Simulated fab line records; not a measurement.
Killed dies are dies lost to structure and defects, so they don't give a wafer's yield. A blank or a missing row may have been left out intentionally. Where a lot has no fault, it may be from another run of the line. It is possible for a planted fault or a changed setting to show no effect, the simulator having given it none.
Matching of chambers :: flow n5Finfet :: N5_BEOL_M8_ALD_77 on aldMetal-02: 4 sister chambers
The step deposits TaN, target thk 2 nm, pulse time 2 s, purge time 3 s. 4 wafers are shown with their chamber, then 8 later ones without.

## WAFERS, EACH WITH ITS CHAMBER
wafer: L079.5
chamber: 3
heaterPowerOuterW (W): 232

wafer: L080.4
chamber: 0
heaterPowerOuterW (W): 199

wafer: L080.5
chamber: 1
heaterPowerOuterW (W): 221

wafer: L084.3
chamber: 2
heaterPowerOuterW (W): 209

## WAFERS WITHOUT THEIR CHAMBER
wafer: L084.4
heaterPowerOuterW (W): 218

wafer: L084.5
heaterPowerOuterW (W): 221

wafer: L088.1
heaterPowerOuterW (W): 212

wafer: L088.2
heaterPowerOuterW (W): 195

wafer: L088.4
heaterPowerOuterW (W): 225

wafer: L092.2
heaterPowerOuterW (W): 212

wafer: L092.4
heaterPowerOuterW (W): 229

wafer: L092.6
heaterPowerOuterW (W): 209

## CHAMBER TAKEN BY EACH
wafer: L084.4
from the rows above: 1
in truth: 1

wafer: L084.5
from the rows above: 1
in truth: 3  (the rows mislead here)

wafer: L088.1
from the rows above: 2
in truth: 2

wafer: L088.2
from the rows above: 0
in truth: 0

wafer: L088.4
from the rows above: can't be placed: 1 or 3
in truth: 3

wafer: L092.2
from the rows above: 2
in truth: 2

wafer: L092.4
from the rows above: can't be placed: 3 or 1
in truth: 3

wafer: L092.6
from the rows above: 2
in truth: 2
Correctly placed: 5 of 8. Cannot be placed on the basis of these rows: 2; the candidates contain the true chamber in 2. Number placed wrongly: 1.
How it was worked out, from the rows above alone: a wafer's distance from a chamber is the root of the sum, over the readings, of the square of ((its reading less the chamber's mean) divided by the reading's scatter). The wafer belongs to the nearest chamber; if the next one is less than 2 further off, it can't be placed. A chamber's mean is the mean of its shown wafers. The scatter: with one shown wafer a chamber, the root of the mean of the squares of how far each hidden wafer lies from its nearest shown one.
